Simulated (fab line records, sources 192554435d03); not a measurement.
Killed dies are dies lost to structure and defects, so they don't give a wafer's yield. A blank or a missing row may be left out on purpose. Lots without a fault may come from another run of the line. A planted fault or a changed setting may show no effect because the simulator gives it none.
fab line records | flow n5_finfet
record lots=6 wafers=16 last_day=18
route steps=1938 shown BEOL_M1@785 BEOL_M4@1111 PASSIVATION@1936
lots that met no fault: from a run of the same line without faults
start_h: hours from the record's first day to the start of the lot's first wafer shown | wait_h: hours since the lot's step before | " the same as in the row above | L1.1+2: a row that stands for several wafers | - no value, or no start given | * or withheld: withheld | < > ~ a bound
route shown NAME@n: a module of which the file shows steps, and the number in the route of the first | usual: mean/standard deviation of fault-free wafers | same: alike in all rows | chamber/n: place in a boat | sites: the reading at each site | _std_site: their standard deviation | _edge_site: outer sites' mean less inner sites' | radius_mm: how far each site lies from the wafer's centre | mask NAME#n: copy n | behind: the tool/chamber that last shaped the wafer | hold: why the lot was held/for how many hours/how that ended | device: the transistor (n, p or np) that didn't switch | end of line: the same wafers' tests at the end of the route | a step without rows: its recipe alone | killed: dies lost to structure and defects at the first sort, not the wafer's yield | map: a wafer's dies, x killed, . not, _ none there
set.NAME: the setting as run; set.NAME@STEP: as run at that earlier step | model.NAME: the simulator's own value behind a step, which no gauge read
lots at some steps of the route; a table a step, a row a wafer
services: from which hour (start_h, from the record's first day; less than 0 if before it) a tool's chamber was out of use, for how many hours, and why
## steps
# step N5_BEOL_M1_DEVELOP_27
# recipe develop_time_s=30 developer=TMAH resist=CAR-EUV rinse_liquid=surfactant_rinse dry=air_spin dev_temp_c=23
# step N5_BEOL_M1_CD_MEAS_28
# recipe landing_energy_ev=500 detector=se_inlens target_cd_y_nm=23.3
# usual cd_nm=24.01/0.27
# columns lot.wafer tool chamber start_h wait_h cd_nm
L136.1 cd_sem-01 0 143.23 - 23.96
L136.3 " 0 " " 23.71
L136.6 " 0 " " 23.38
L139.1 cd_sem-03 0 157.32 - 23.90
L139.4 " 0 " " 23.80
L139.5 " 0 " " 23.70
L147.3 cd_sem-01 0 205.98 - 24.22
L147.6 " 0 " " 23.53
L150.2 cd_sem-03 0 224.56 - 24.28
L150.5 " 0 " " 24.27
L153.2 cd_sem-01 0 248.05 - 24.35
L153.3 " 0 " " 24.28
L153.4 " 0 " " 24.02
L156.1 cd_sem-01 0 265.96 - 24.09
L156.4 " 0 " " 24.28
L156.6 " 0 " " 24.10
# step N5_BEOL_M1_OVL_MEAS_29
# recipe points_per_wafer=522
# usual V0_OVL=-0.3/0.72
# columns lot.wafer tool chamber start_h wait_h V0_OVL[nm]
L136.1 overlay-01 0 143.26 0.0 0.1
L136.3 " 0 " " 0.5
L136.6 " 0 " " -0.6
L139.1 overlay-02 0 157.35 0.0 0.4
L139.4 " 0 " " -0.3
L139.5 " 0 " " -0.5
L147.3 overlay-02 0 206.02 0.0 -0.3
L147.6 " 0 " " 0.1
L150.2 overlay-01 0 224.60 0.0 0.3
L150.5 " 0 " " 0.6
L153.2 overlay-01 0 248.09 0.0 -1.2
L153.3 " 0 " " -0.7
L153.4 " 0 " " -0.4
L156.1 overlay-01 0 266.00 0.0 0.0
L156.4 " 0 " " 0.2
L156.6 " 0 " " 0.6
# step N5_BEOL_M1_INSPECT_30
# recipe mode=adi inspect_instrument=brightfield
# usual raw_defect_count=390/98
# columns lot.wafer tool chamber start_h wait_h raw_defect_count
L136.1 defect_inspect-01 - 143.32 0.1 411
L136.3 " - " " 362
L136.6 " - " " 394
L139.1 defect_inspect-01 - 157.41 0.1 454
L139.4 " - " " 358
L139.5 " - " " 424
L147.3 defect_inspect-02 - 206.06 0.0 513
L147.6 " - " " 392
L150.2 defect_inspect-01 - 224.65 0.0 327
L150.5 " - " " 288
L153.2 defect_inspect-02 - 248.14 0.0 493
L153.3 " - " " 405
L153.4 " - " " 508
L156.1 defect_inspect-02 - 266.06 0.1 392
L156.4 " - " " 432
L156.6 " - " " 380
# step N5_BEOL_M1_DESCUM_33
# recipe chemistry=O2 time_s=7 source_power_w=50 bias_power_w=20 pressure_mtorr=20 rf_frequency_hz=2.712e+07 temp_c=40 resist=CAR-EUV o2_flow_sccm=225
# step N5_BEOL_M1_ETCH_77
# recipe chemistry=N2/H2 target=underlayer target_depth_a=65 mask_material=CAR-EUV time_s=5.2 ion_energy_ev=200 pressure_mtorr=30 source_w=840 bias_w=150 n2_flow_sccm=200 h2_flow_sccm=200 ends=cleared
# usual drypump_motor_current_A=5.7/0.42 etch_rf_on_time_s=5.21/0.12 h2_flow_sccm=200.0/0.62 oes_product_au=0.66/0.068 rf_fwd_power_W=819.7/2.4 rf_vpp_V=523.6/2.7 showerhead_plenum_p_Torr=2.54/0.092 throttle_valve_pct=17.93/0.21
# columns lot.wafer tool chamber start_h wait_h drypump_motor_current_A etch_rf_on_time_s h2_flow_sccm oes_product_au rf_fwd_power_W rf_hours_counter_h rf_vpp_V showerhead_plenum_p_Torr throttle_valve_pct
L136.1 rie_diel-02 3 143.58 0.0 4.9 4.93 200.3 0.65 819.1 190 520.2 2.42 18.12
L136.3 " 2 " " 5.8 5.10 200.1 0.67 823.4 127 524.1 2.56 18.16
L136.6 " 3 " " 4.9 4.97 199.2 0.65 817.6 - 520.4 2.42 18.12
L139.1 rie_diel-03 1 157.47 0.0 5.7 5.09 199.9 0.66 820.4 135 523.8 2.55 17.61
L139.4 " 0 " " 5.9 5.14 199.7 0.74 817.3 - 520.7 2.47 17.64
L139.5 " 1 " " 5.7 5.12 199.8 0.67 817.5 - 523.4 2.54 17.62
L147.3 rie_diel-04 2 206.13 0.0 5.8 5.25 200.2 0.63 818.8 171 524.1 2.53 17.77
L147.6 " 1 " " 5.2 5.38 199.7 0.56 820.0 - 525.7 2.62 18.11
L150.2 rie_diel-03 1 224.72 0.0 5.7 5.20 200.0 0.65 823.4 156 524.1 2.54 17.65
L150.5 " 2 " " 6.0 5.31 200.1 0.64 821.5 - 519.7 2.44 18.01
L153.2 rie_diel-02 1 248.21 0.0 6.4 5.05 200.4 0.82 819.9 8 525.4 2.49 17.42
L153.3 " 3 " " 4.9 4.92 200.2 0.63 820.9 225 519.6 2.40 18.18
L153.4 " 2 " " 5.9 5.14 200.2 0.64 817.7 161 524.8 2.54 18.18
L156.1 rie_diel-03 2 266.13 0.0 6.0 5.20 199.5 0.63 822.0 190 520.9 2.44 18.06
L156.4 " 1 " " 5.7 5.11 199.7 0.65 817.9 166 523.2 2.53 17.66
L156.6 " 2 " " 6.0 5.21 199.0 0.63 822.7 - 520.2 2.44 18.05
# step N5_BEOL_M1_ETCH_69
# recipe chemistry=CF4 target=SiARC target_depth_a=156 mask_material=CAR-EUV time_s=26 ion_energy_ev=80 pressure_mtorr=40 source_w=545 bias_w=36 Ar_flow_sccm=100 cf4_flow_sccm=100 ends=cleared
# usual cf4_flow_sccm=100.0/0.3 drypump_motor_current_A=5.7/0.42 etch_rf_on_time_s=26.1/0.57 mfc_ar_sccm=100.0/0.32 oes_product_au=0.66/0.069 rf_fwd_power_W=532.5/1.6 rf_vpp_V=183.9/1.2 showerhead_plenum_p_Torr=2.13/0.07 throttle_valve_pct=15.67/0.23
# columns lot.wafer tool chamber start_h wait_h cf4_flow_sccm drypump_motor_current_A etch_rf_on_time_s mfc_ar_sccm oes_product_au rf_fwd_power_W rf_hours_counter_h rf_vpp_V showerhead_plenum_p_Torr throttle_valve_pct
L136.1 rie_diel-02 3 143.60 0.0 100.0 4.8 24.8 99.8 0.65 535.6 190 183.0 2.05 15.98
L136.3 " 2 " " 99.7 5.8 25.7 99.8 0.67 533.9 127 183.4 2.16 15.82
L136.6 " 3 " " 100.3 4.9 24.7 100.0 0.65 535.9 - 184.4 2.05 15.98
L139.1 rie_diel-03 1 157.49 0.0 99.5 5.7 25.5 100.6 0.67 532.8 136 184.2 2.15 15.42
L139.4 " 0 " " 99.8 5.9 26.5 100.0 0.72 530.6 - 183.4 2.09 15.33
L139.5 " 1 " " 99.9 5.7 25.4 100.4 0.67 529.5 - 182.9 2.15 15.39
L147.3 rie_diel-04 2 206.15 0.0 99.6 5.8 25.8 99.9 0.63 529.8 171 184.4 2.14 15.66
L147.6 " 1 " " 99.8 5.2 26.9 100.5 0.57 532.0 - 183.9 2.19 15.75
L150.2 rie_diel-03 1 224.74 0.0 99.8 5.7 25.8 99.7 0.65 532.0 156 185.4 2.14 15.44
L150.5 " 2 " " 99.9 6.0 26.5 100.2 0.64 531.8 - 182.9 2.05 15.75
L153.2 rie_diel-02 1 248.22 0.0 100.3 6.4 25.8 100.0 0.82 532.4 8 183.7 2.10 15.23
L153.3 " 3 " " 100.1 4.9 25.0 100.0 0.62 533.7 225 183.0 2.04 16.04
L153.4 " 2 " " 100.2 5.8 26.1 100.6 0.63 532.7 161 183.7 2.14 15.88
L156.1 rie_diel-03 2 266.15 0.0 99.9 6.0 26.2 99.6 0.63 531.1 190 183.6 2.05 15.77
L156.4 " 1 " " 100.1 5.7 25.9 100.0 0.65 531.3 166 183.8 2.14 15.48
L156.6 " 2 " " 100.3 6.0 25.9 100.0 0.64 533.1 - 182.7 2.05 15.76
# step N5_BEOL_M1_ALD_98
# recipe material=SiO2 target_thk_a=25 temp_c=100 ald_precursor_family=BDEAS ald_co_reactant=O2-plasma pulse_time_s=1 co_reactant_pulse_time_s=1 purge_time_s=2 co_reactant_purge_time_s=2 ald_cycles=17 pressure_torr=2
# usual heater_power_w=81/6.7 precursor_pulse_height_rel=0.999/0.019
# same pulse_time_s=1
# columns lot.wafer tool chamber start_h wait_h heater_power_w precursor_pulse_height_rel since_wet_clean_h
L136.1 ald_sin-03 3 144.04 0.4 85 0.969 241
L136.3 " 0 " " 89 0.950 241
L136.6 " 2 " " 81 0.969 -
L139.1 ald_sin-01 1 157.57 0.1 70 1.007 57
L139.4 " 2 " " 80 0.990 57
L139.5 " 1 " " 70 0.987 -
L147.3 ald_sin-03 3 206.24 0.1 86 1.025 304
L147.6 " 2 " " 79 1.025 -
L150.2 ald_sin-02 3 225.06 0.3 71 0.963 34
L150.5 " 0 " " 75 0.977 -
L153.2 ald_sin-01 2 248.41 0.2 81 0.981 148
L153.3 " 1 " " 72 0.991 148
L153.4 " 0 " " 83 0.996 148
L156.1 ald_sin-01 3 266.23 0.1 90 1.000 165
L156.4 " 0 " " 82 0.995 165
L156.6 " 1 " " 70 0.999 -
# step N5_BEOL_M1_ETCHBACK_99
# recipe chemistry=CHF3 target=SiO2 target_depth_a=50 time_s=10.4 source_w=215 bias_w=47 Ar_flow_sccm=200 CHF3_flow_sccm=12 ion_energy_ev=100 pressure_mtorr=30
# usual CHF3_flow_sccm=12.00/0.04 drypump_motor_current_A=5.7/0.4 mfc_ar_sccm=200.0/0.63 oes_product_au=0.77/0.078 rf_fwd_power_W=212.5/0.97 rf_vpp_V=241/4.6 showerhead_plenum_p_Torr=2.15/0.075 throttle_valve_pct=17.13/0.2
# columns lot.wafer tool chamber start_h wait_h CHF3_flow_sccm drypump_motor_current_A mfc_ar_sccm oes_product_au rf_fwd_power_W rf_hours_counter_h rf_vpp_V showerhead_plenum_p_Torr throttle_valve_pct
L136.1 rie_diel-02 0 146.63 2.5 11.98 5.7 199.3 0.66 212.6 243 243 2.20 17.20
L136.3 " 1 " " 11.92 6.4 200.0 0.67 213.4 237 237 2.14 17.25
L136.6 " 1 " " 11.98 6.4 199.5 0.67 212.7 - 239 2.14 17.26
L139.1 rie_diel-04 1 158.15 0.5 12.01 5.2 200.3 0.68 212.0 231 245 2.23 17.29
L139.4 " 2 " " 12.02 5.8 199.4 0.74 211.6 158 234 2.16 17.12
L139.5 " 1 " " 11.98 5.2 199.7 0.67 211.9 - 243 2.23 17.29
L147.3 rie_diel-02 3 207.31 1.0 12.03 4.9 199.2 0.73 213.6 212 240 2.03 17.36
L147.6 " 3 " " 12.02 4.9 200.0 0.73 214.1 - 240 2.03 17.38
L150.2 rie_diel-02 3 233.14 8.0 12.08 4.9 200.1 0.73 213.6 220 238 2.03 17.39
L150.5 " 2 " " 11.97 5.8 200.9 0.75 212.4 - 244 2.16 17.38
L153.2 rie_diel-03 2 251.58 3.1 11.95 6.0 199.8 0.74 212.8 186 241 2.05 17.16
L153.3 " 0 " " 11.98 5.9 201.0 0.83 211.2 73 249 2.09 16.88
L153.4 " 3 " " 11.96 5.5 200.2 0.70 213.3 204 237 2.22 17.11
L156.1 rie_diel-03 2 267.59 1.3 11.96 6.1 199.6 0.75 213.8 191 240 2.05 17.15
L156.4 " 1 " " 12.09 5.7 200.3 0.76 211.7 167 246 2.16 17.00
L156.6 " 2 " " 11.96 6.0 199.8 0.74 212.7 - 240 2.05 17.15
# step N5_BEOL_M1_ETCH_70
# recipe chemistry=N2/H2 target=SOC target_depth_a=800 overetch_a=160 mask_material=SiARC temp_c=40 time_s=120 ion_energy_ev=200 pressure_mtorr=30 source_w=840 bias_w=150 n2_flow_sccm=200 h2_flow_sccm=200
# usual drypump_motor_current_A=5.7/0.39 h2_flow_sccm=200.0/0.63 oes_product_au=0.59/0.059 rf_fwd_power_W=835.7/2.9 rf_vpp_V=523.6/2.6 run_length_s=143.3/0.37 showerhead_plenum_p_Torr=2.53/0.088 temp_c=39.99/0.11 throttle_valve_pct=17.87/0.22
# columns lot.wafer tool chamber start_h wait_h drypump_motor_current_A h2_flow_sccm oes_product_au rf_fwd_power_W rf_hours_counter_h rf_vpp_V run_length_s showerhead_plenum_p_Torr temp_c throttle_valve_pct
L136.1 rie_diel-02 0 146.66 0.0 5.7 199.8 0.52 838.1 243 526.3 143.2 2.63 40.10 18.13
L136.3 " 1 " " 6.4 199.6 0.52 834.5 237 522.7 142.9 2.50 40.03 17.78
L136.6 " 1 " " 6.3 200.9 0.53 836.6 - 523.4 143.0 2.50 40.03 17.78
L139.1 rie_diel-04 1 158.19 0.0 5.2 199.3 0.52 831.9 231 526.9 143.9 2.62 39.72 18.06
L139.4 " 2 " " 5.8 199.4 0.57 828.5 158 523.1 143.2 2.53 40.00 17.69
L139.5 " 1 " " 5.2 199.9 0.52 835.0 - 526.8 144.5 2.62 39.95 18.05
L147.3 rie_diel-02 3 207.35 0.0 4.9 200.7 0.56 838.9 212 521.1 143.0 2.41 40.05 18.12
L147.6 " 3 " " 4.9 200.6 0.55 836.8 - 520.7 142.9 2.41 39.95 18.14
L150.2 rie_diel-02 3 233.18 0.0 4.9 199.1 0.55 836.7 220 521.1 142.8 2.40 40.05 18.13
L150.5 " 2 " " 5.8 201.1 0.58 838.5 - 525.3 143.8 2.54 39.92 18.15
L153.2 rie_diel-03 2 251.61 0.0 6.0 199.8 0.57 839.2 186 520.3 143.7 2.44 40.03 18.00
L153.3 " 0 " " 5.9 199.9 0.64 834.8 73 522.5 142.7 2.46 39.89 17.63
L153.4 " 3 " " 5.6 200.4 0.54 836.4 204 525.8 143.5 2.64 40.00 17.84
L156.1 rie_diel-03 2 267.63 0.0 6.0 200.1 0.57 832.7 191 519.7 144.0 2.44 40.23 18.01
L156.4 " 1 " " 5.7 199.5 0.58 832.1 167 523.5 143.3 2.53 39.95 17.62
L156.6 " 2 " " 6.0 200.0 0.57 834.1 - 520.2 143.7 2.44 40.13 17.99
# step N5_BEOL_M1_STRIP_71
# recipe chemistry=N2/H2 temp_c=40 n2_flow_sccm=200 h2_flow_sccm=200 rf_frequency_hz=6e+07
# step N5_BEOL_M1_STRIP_78
# recipe chemistry=N2/H2 temp_c=40 n2_flow_sccm=200 h2_flow_sccm=200 rf_frequency_hz=6e+07
# step N5_BEOL_M1_VIA_ETCH_34
# recipe chemistry=C4F6/O2 target_depth_a=678 mask_material=SOC pressure_mtorr=15 ion_energy_ev=250 taper_deg=4 time_s=64.4 source_w=350 bias_w=170 Ar_flow_sccm=300 C4F6_flow_sccm=10 O2_flow_sccm=10
# usual drypump_motor_current_A=5.7/0.4 mfc_ar_sccm=300.0/0.98 oes_product_au=0.77/0.079 rf_fwd_power_W=347.0/1.3 rf_vpp_V=667/12 run_length_s=87.8/0.39 showerhead_plenum_p_Torr=2.83/0.096 throttle_valve_pct=30.87/0.21
# columns lot.wafer tool chamber start_h wait_h drypump_motor_current_A mfc_ar_sccm oes_product_au rf_fwd_power_W rf_hours_counter_h rf_vpp_V run_length_s showerhead_plenum_p_Torr throttle_valve_pct model.etch.depth_nm model.SOC_of_BEOL_M1_COAT_67.thk_nm
L136.1 rie_diel-02 0 146.76 0.0 5.7 300.0 0.67 348.2 243 670 87.7 2.90 30.88 65.91 52
L136.3 " 1 " " 6.3 300.6 0.67 347.1 237 658 87.3 2.83 30.98 65.12 52.4
L136.6 " 1 " " 6.4 301.4 0.68 346.4 - 657 87.6 2.83 30.98 65.92 52.2
L139.1 rie_diel-04 1 158.29 0.0 5.2 298.3 0.67 346.3 231 676 88.6 2.94 31.17 66.4 52.4
L139.4 " 2 " " 5.8 299.5 0.74 345.0 158 651 87.7 2.85 30.79 68.12 52.4
L139.5 " 1 " " 5.2 299.2 0.67 346.6 - 675 88.2 2.94 31.18 66.92 52.2
L147.3 rie_diel-02 3 207.45 0.0 4.9 300.8 0.73 346.9 212 667 87.4 2.69 31.00 69.29 51.8
L147.6 " 3 " " 4.9 300.4 0.73 349.1 - 665 92.9 2.69 31.00 74.3 51.4
L150.2 rie_diel-02 3 233.28 0.0 4.9 300.7 0.72 349.9 220 664 87.4 2.68 31.00 68.06 52.2
L150.5 " 2 " " 5.8 300.0 0.75 347.6 - 669 92.7 2.86 31.13 72.94 51.6
L153.2 rie_diel-03 2 251.71 0.0 6.0 298.9 0.74 346.6 186 666 88.1 2.71 30.81 67.15 52.2
L153.3 " 0 " " 5.9 300.0 0.83 348.3 73 691 87.8 2.77 30.62 67.66 52
L153.4 " 3 " " 5.5 300.3 0.69 348.7 205 654 88.0 2.93 30.64 65.81 52.2
L156.1 rie_diel-03 2 267.73 0.0 6.0 300.0 0.74 345.1 191 664 87.9 2.71 30.81 66.45 52.2
L156.4 " 1 " " 5.7 299.5 0.75 347.4 167 682 87.5 2.85 30.72 67.39 52
L156.6 " 2 " " 6.0 299.8 0.74 346.9 - 667 87.9 2.71 30.81 66.55 52.2
# step N5_BEOL_M1_STRIP_83
# recipe chemistry=C4F6/O2 resist=SiARC rf_frequency_hz=6e+07
# step N5_BEOL_M4_RC_MEAS_101
# usual DIBL_N=36.0/1.8 DIBL_P=36.3/2.4 IOFF_N=0.16/0.035 IOFF_P=0.21/0.036 ION_N=673/13 ION_P=461/7.2 SS_N=71.4/0.6 SS_P=73.2/0.7 VT_N=250/4 VT_P=-250.9/2.9
# columns lot.wafer tool chamber start_h wait_h DIBL_N[mV/V] DIBL_P[mV/V] IOFF_N[nA/um] IOFF_P[nA/um] ION_N[uA/um] ION_P[uA/um] SS_N[mV/dec] SS_P[mV/dec] VT_N[mV] VT_P[mV]
L136.1 prober-02 0 194.97 0.0 34.8 34.2 0.16 0.22 692 476 71.2 72.6 246 -250.6
L136.3 " 0 " " 33.9 33.1 0.14 0.19 676 468 70.9 72.6 249 -250.0
L136.6 " 0 " " 33.1 32.1 0.13 0.19 667 463 70.6 72.4 250 -249.9
L139.1 prober-01 0 215.04 0.0 35.6 36.2 0.14 0.18 672 458 71.8 73.1 251 -252.8
L139.4 " 0 " " 35.2 36.3 0.15 0.19 679 463 71.1 74.0 253 -249.2
L139.5 " 0 " " 36.9 38.8 0.17 0.23 680 467 72.2 74.6 248 -252.6
L147.3 prober-02 0 250.30 0.3 33.0 32.7 0.11 0.18 661 459 71.2 72.5 255 -251.2
L147.6 " 0 " " 33.7 32.8 0.13 0.19 664 455 70.8 72.1 253 -249.0
L150.2 prober-02 0 280.05 0.2 35.9 37.5 0.17 0.21 694 465 71.0 73.5 248 -251.6
L150.5 " 0 " " 34.0 35.7 0.14 0.19 682 469 71.1 72.9 251 -251.5
L153.2 prober-02 0 287.13 0.2 34.3 33.6 0.12 0.17 654 458 70.7 72.4 253 -252.0
L153.3 " 0 " " 37.3 36.4 0.17 0.21 680 460 71.5 73.5 248 -250.0
L153.4 " 0 " " 34.4 33.1 0.11 0.16 662 458 70.4 72.9 253 -258.8
L156.1 prober-01 0 318.29 0.0 38.7 38.4 0.19 0.24 686 467 72.1 73.6 246 -247.2
L156.4 " 0 " " 39.2 37.3 0.19 0.22 676 459 71.9 74.3 248 -250.4
L156.6 " 0 " " 38.1 37.2 0.17 0.22 672 456 72.2 73.8 247 -249.7
# step N5_PASSIVATION_PROBE_49
# usual defect_limited_yield=91.2/1.4 killed_at_M0_to_M3=35/11 killed_at_M4_up=14/5.6 killed_at_contacts=12/5.6 killed_at_front_end=38/11 killed_at_other=4/3.4 killed_dies=103/17 killed_on_rim=13/3.5 killed_open=68/12 killed_short=33/8.8 sort_bin_5_function=5.1/0.89 sort_bin_6_memory=3.3/0.71 sort_n_pass=1077/17 sort_yield_pct=91.2/1.4
# same gross_dies=1180 killed_at_back_side=0 sort_bin_4_leakage[%]=0 sort_bin_8_speed[%]=0
# columns lot.wafer tool chamber start_h wait_h defect_limited_yield[%] killed_at_M0_to_M3 killed_at_M4_up killed_at_contacts killed_at_front_end killed_at_other killed_dies killed_on_rim killed_open killed_short sort_bin_5_function[%] sort_bin_6_memory[%] sort_n_pass sort_yield_pct[%]
L139.1 prober-02 - 325.54 0.0 92.2 25 19 4 39 5 92 15 56 30 4.2 3.3 1088 92.2
L139.4 prober-02 - 325.69 0.2 86.8 85 16 11 39 5 156 20 102 53 7.6 5.2 1024 86.8
L139.5 prober-02 - 325.74 0.2 92.6 23 15 7 38 4 87 16 54 31 4.4 2.7 1093 92.6
L147.3 prober-01 - 358.67 0.1 90.8 31 12 9 53 3 108 14 79 28 5.7 3.1 1072 90.8
L147.6 prober-01 - 358.82 0.3 88.8 27 17 3 85 0 132 18 91 35 6.2 4.6 1048 88.8
L150.2 prober-01 - 395.22 0.8 90.0 40 21 10 46 1 118 11 82 36 5.2 4.7 1062 90.0
# killed by level:class
L139.1 BEOL_M3:geometric_particle:open=10 FIN_SAQP:geometric_particle:short=9 GATE_CUT:geometric_particle:open=6 BEOL_M2:geometric_particle:open=6 BEOL_M4:geometric_particle:open=6 BEOL_M5:geometric_particle:open=4 DUMMY_GATE:geometric_particle:open=3 SPACER0:geometric_particle:short=3
L139.4 BEOL_M2:geometric_particle:open=27 BEOL_M0_SAQP:geometric_particle:open=16 BEOL_M0_SAQP:geometric_particle:short=14 FIN_SAQP:geometric_particle:short=12 MOL_CONTACT_COAG:geometric_particle:open=9 BEOL_M1:geometric_particle:open=9 STI_FIN_REVEAL:geometric_particle:open=6 BEOL_M2:geometric_particle:short=6
L139.5 GATE_CUT:geometric_particle:short=8 BEOL_M0_SAQP:geometric_particle:short=8 GATE_CUT:geometric_particle:open=7 MOL_CONTACT_COAG:geometric_particle:open=6 FIN_SAQP:geometric_particle:open=5 BEOL_M2:geometric_particle:open=5 BEOL_M0_SAQP:geometric_particle:open=4 BEOL_M4:geometric_particle:open=4
L147.3 STI_FIN_REVEAL:geometric_particle:open=31 BEOL_M3:geometric_particle:open=11 MOL_CONTACT_COAG:geometric_particle:open=6 BEOL_M1:geometric_particle:open=6 BEOL_M6:geometric_particle:open=6 STI_FIN_REVEAL:geometric_particle:short=5 BEOL_M0_SAQP:geometric_particle:open=5 STARTING-WAFER:geometric_particle:short=5
L147.6 STI_FIN_REVEAL:geometric_particle:open=41 STI_FIN_REVEAL:geometric_particle:short=13 BEOL_M4:geometric_particle:open=11 FIN_SAQP:geometric_particle:open=6 BEOL_M3:geometric_particle:open=6 BEOL_M0_SAQP:geometric_particle:short=5 BEOL_M2:geometric_particle:open=5 BEOL_M0_SAQP:geometric_particle:open=4
L150.2 BEOL_M3:geometric_particle:open=14 STI_FIN_REVEAL:geometric_particle:open=13 BEOL_M4:geometric_particle:open=11 BEOL_M0_SAQP:geometric_particle:short=9 MOL_CONTACT_COAG:geometric_particle:open=7 BEOL_M1:geometric_particle:open=7 FIN_SAQP:geometric_particle:short=5 STI_FIN_REVEAL:geometric_particle:short=5
## services
# columns tool chamber start_h hours kind
rie_diel-02 0 174.77 - clean
rie_diel-02 0 174.77 - consumable_replace:focus_ring
rie_diel-02 0 174.77 19.6 scheduled_down
rie_diel-02 0 174.77 19.6 vent_cycle
ald_sin-02 - 176.75 14.0 pm
ald_sin-02 0 176.75 14.0 vent_cycle
ald_sin-02 1 176.75 14.0 vent_cycle
ald_sin-02 2 176.75 14.0 vent_cycle
ald_sin-02 3 176.75 14.0 vent_cycle
rie_diel-04 0 176.83 7.2 repair
ald_sin-01 - 178.71 0.8 pm
rie_diel-02 1 194.32 - clean
rie_diel-02 1 194.32 - consumable_replace:focus_ring
rie_diel-02 1 194.32 25.5 scheduled_down
rie_diel-02 1 194.32 25.5 vent_cycle
ald_sin-01 1 195.26 18.3 repair
rie_diel-04 0 204.06 8.8 repair
rie_diel-04 1 225.88 - clean
rie_diel-04 1 225.88 - consumable_replace:focus_ring
rie_diel-04 1 225.88 31.8 scheduled_down
rie_diel-04 1 225.88 31.8 vent_cycle
ald_sin-02 0 240.32 5.2 repair
rie_diel-02 1 257.11 6.0 repair
ald_sin-02 - 264.22 0.4 repair
## key
first_sign step=N5_BEOL_M1_VIA_ETCH_34 reading=run_length_s direction=up sigmas=13 usual=* struck=*
effect none on later readings
model_effect step=N5_BEOL_M1_VIA_ETCH_34 value=etch.depth_nm without=68.05 struck=73.62
met_at N5_BEOL_M1_VIA_ETCH_34
struck_wafers L147.6,L150.5
onset_between 146.76 207.45
fault kind=process_parameter_drift tool=rie_diel-02 chamber=- onset_h=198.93 steps=N5_BEOL_M1_VIA_ETCH_34 channel=time_s offset=* shape=step end_h=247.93 scope=struck_wafers_only acts_in=* stated=*
